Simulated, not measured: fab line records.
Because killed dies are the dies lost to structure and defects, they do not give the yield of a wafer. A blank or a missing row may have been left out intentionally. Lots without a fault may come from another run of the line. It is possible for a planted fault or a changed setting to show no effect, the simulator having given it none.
Chamber matching || flow nand-harc || NHARC_P_CONTACT_ALD_22 on ald-metal-04 has 4 sister chambers
The step deposits TiN, target thk 3 nm, pulse time 1 s, ald cycles 150. 4 wafers are shown with their chamber, then 7 later ones without.

== WAFERS, EACH WITH ITS CHAMBER ==
{"wafer": "L080.1", "chamber": 2, "heater-power-w (W)": 1093}
{"wafer": "L082.5", "chamber": 0, "heater-power-w (W)": 949}
{"wafer": "L085.4", "chamber": 3, "heater-power-w (W)": 1055}
{"wafer": "L085.5", "chamber": 1, "heater-power-w (W)": 1177}

== WAFERS WITHOUT THEIR CHAMBER ==
{"wafer": "L085.6", "heater-power-w (W)": 1071}
{"wafer": "L093.2", "heater-power-w (W)": 1086}
{"wafer": "L093.3", "heater-power-w (W)": 1176}
{"wafer": "L093.5", "heater-power-w (W)": 1059}
{"wafer": "L094.1", "heater-power-w (W)": 964}
{"wafer": "L094.4", "heater-power-w (W)": 1045}
{"wafer": "L094.6", "heater-power-w (W)": 1083}

== WHICH CHAMBER EACH ONE RAN IN ==
{"wafer": "L085.6", "from the rows above": "can't be placed: 3 or 2", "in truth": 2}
{"wafer": "L093.2", "from the rows above": 2, "in truth": 2}
{"wafer": "L093.3", "from the rows above": 1, "in truth": 1}
{"wafer": "L093.5", "from the rows above": 3, "in truth": 3}
{"wafer": "L094.1", "from the rows above": 0, "in truth": 0}
{"wafer": "L094.4", "from the rows above": 3, "in truth": 3}
{"wafer": "L094.6", "from the rows above": "can't be placed: 2 or 3", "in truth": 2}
5 of 7 placed correctly. Unplaceable from these rows: 2, with the true chamber sitting among the candidates in 2. 0 placed wrongly.
How it was worked out, from the rows above alone: a wafer's distance from a chamber is the root of the sum, over the readings, of the square of ((its reading less the chamber's mean) divided by the reading's scatter). If the next closest chamber is less than 2 further off than the closest, the wafer can't be placed; otherwise it belongs to the closest. For every chamber, the mean is computed from those of its wafers that are shown. The scatter: with one shown wafer a chamber, the root of the mean of the squares of how far each hidden wafer lies from its nearest shown one.
